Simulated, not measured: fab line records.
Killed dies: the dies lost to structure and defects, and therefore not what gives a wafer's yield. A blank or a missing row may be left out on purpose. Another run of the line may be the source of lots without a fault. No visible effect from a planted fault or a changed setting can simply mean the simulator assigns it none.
Struck lot and sound lot, side by side ; flow n5_finfet ; 37 out of 1938 route steps
Sound: wafers L940.1, L940.4, L940.6. Struck: wafer L933.2. (L933.5 of the same lot was not struck and is left out.) The cause comes at the end.
Each step with rows lists, per side, the tool, then ch with its chambers, then its first start. Under that, the readings that differ: sound wafers ; struck wafers ; difference of the means ; sigmas: that difference in standard deviations of wafers without a fault.
alike: same words and numbers on both sides, and readings whose means sit less than 2 such deviations apart. not compared: any withheld reading, any reading some wafer has no value for, any bound like >300 that may hide the same value, and any number with overlapping values for which the record gives no deviation.
Wherever a step has rows on one side only, a row that says differs or no value, or a row with sigmas, the two part there. Numbers that have no deviation but don't overlap get no sigmas and don't part them. A reading missing from all wafers of one side parts the sides only when that side holds two or more wafers.

first, 9 steps without rows for these wafers: N5_BEOL_M11_ALD_74 (deposits TaN, target thk 2 nm, pulse time 2 s, purge time 3 s); N5_BEOL_M11_SURFACE_TREAT_76; N5_BEOL_M11_CVD_75 (deposits Co from CCTBA/H2, target thk 2 nm, time 138.9 s); N5_BEOL_M11_SPUTTER_48 (material Cu, target thk 12 nm, time 2 s); N5_BEOL_M11_ECD_50 (material Cu, target thk 318 nm); N5_BEOL_M11_ANNEAL_51 (time 90 s); N5_BEOL_M11_CMP_52 (polishes, stops on SiCOH lowk, t overpolish 7 s, target thk 140 nm); N5_BEOL_M11_PRE_CLEAN_55 (time 15 s); N5_BEOL_M11_DEP_56 (deposits SiCN from 3MS/NH3, target thk 30 nm, time 10.5 s).
N5_BEOL_M12_ILD_DEP_00: deposits SiOC from DEMS/O2, target thk 658.92 nm, time 130.7 s.
  sound on pecvd-02 ch 1,2, day 15 23:20; struck on pecvd-04 ch 1, day 14 00:06
reading;sound;struck;difference;sigmas
run_length_s (s);176.1 175.1 176.2;238.4;+62.6;+99 or more
model.SiOC_of_BEOL_M12_ILD_DEP_00.thk_nm (nm);645.2 661.6 657.2;959.4;+304.7;
  alike: heater_power_w, rf_fwd_power_W, showerhead_plenum_p_Torr, throttle_valve_pct
  not compared: since_wet_clean_h
N5_BEOL_M12_THK_MEAS_01:
  sound: film_metro-02 at day 15 23:31; struck: film_metro-01 at day 14 00:14
reading;sound;struck;difference;sigmas
M12_ILD_THK (nm);645 661 657;960;+306;+39
then, 10 steps without rows for these wafers: N5_BEOL_M12_COAT_58 (time 60 s, resist thk 89 nm); N5_BEOL_M12_COAT_04 (resist thk 400 nm); N5_BEOL_M12_EBR_06; N5_BEOL_M12_SOFTBAKE_05 (time 60 s); N5_BEOL_M12_EXPOSE_07 (exposes mask V11); N5_BEOL_M12_PEB_08 (peb time 90 s); N5_BEOL_M12_DEVELOP_09 (develop time 45 s); N5_BEOL_M12_HARDBAKE_14 (time 120 s); N5_BEOL_M12_DESCUM_15 (chemistry O2, time 7.9 s); N5_BEOL_M12_ETCH_59 (etches BARC in N2/H2, target depth 89 nm, overetch 26.7 nm, time 67.9 s).
N5_BEOL_M12_VIA_ETCH_16: etches SiOC in C4F8/O2/Ar, target depth 724.8 nm.
  sound on rie_diel-03 ch 1,2, day 16 00:07; struck on rie_diel-05 ch 1, day 14 00:43
reading;sound;struck;difference;sigmas
model.etch.depth_nm (nm);645.2 661.7 657.3;959.3;+304.6;
model.coat_of_BEOL_M12_COAT_04.thk_nm (nm);124.6 118.8 124.8;34;-89;
  alike: drypump_motor_current_A, he_outer_torr, oes_product_au, rf_vpp_V, showerhead_plenum_p_Torr, throttle_valve_pct
  not compared: rf_fwd_power_W
N5_BEOL_M12_STRIP_63: strips in N2/H2.
  sound on plasma_asher-02 ch 1, day 16 00:19; struck on plasma_asher-02 ch 1, day 14 00:55
reading;sound;struck;difference;sigmas
oes_product_au (a.u.);0.687 0.694 0.687;0.647;-0.042;-9
strip_time_to_endpoint_s (s);42.9 41.3 43.0;16.4;-26.0;-37
  alike: drypump_motor_current_A, heater_power_w, n2_flow_sccm
  not compared: rf_hours_counter_h
then, 12 steps without rows for these wafers: N5_BEOL_M12_STRIP_64 (strips in N2/H2); N5_BEOL_M12_STRIP_71 (strips in post etch residue remover, time 60 s); N5_BEOL_M12_SRD_72 (time 30 s, dry time 30 s); N5_BEOL_M12_COAT_65 (time 60 s, resist thk 300 nm); N5_BEOL_M12_COAT_66 (time 60 s, resist thk 110 nm); N5_BEOL_M12_COAT_22 (resist thk 300 nm); N5_BEOL_M12_EBR_24; N5_BEOL_M12_SOFTBAKE_23 (time 60 s); N5_BEOL_M12_EXPOSE_25 (exposes mask M12); N5_BEOL_M12_PEB_26 (peb time 90 s); N5_BEOL_M12_DEVELOP_27 (develop time 45 s); N5_BEOL_M12_HARDBAKE_32 (time 120 s).
N5_BEOL_M12_CMP_49: polishes, stops on SiOC, t overpolish 20.6 s, target thk 320 nm.
  sound on cmp-04 ch 1,2,3, day 16 06:21; struck on cmp-01 ch 0, day 14 04:19
reading;sound;struck;difference;sigmas
model.SiOC_of_BEOL_M12_ILD_DEP_00.thk_nm (nm);583.8 604.6 599.2;899.4;+303.5;
  alike: clearing_platen_rpm, motor_current_A
N5_PASSIVATION_PROBE_49:
  the record has rows for the struck wafers here (prober-02, day 15 15:37) and none for the sound ones

== WHERE THEY PART ==
Last at N5_PASSIVATION_PROBE_49 as far as this record goes, first at N5_BEOL_M12_ILD_DEP_00.

WHY: whatever the simulator had introduced
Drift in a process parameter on pecvd-04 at N5_BEOL_M12_ILD_DEP_00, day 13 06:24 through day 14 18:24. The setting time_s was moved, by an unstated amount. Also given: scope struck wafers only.
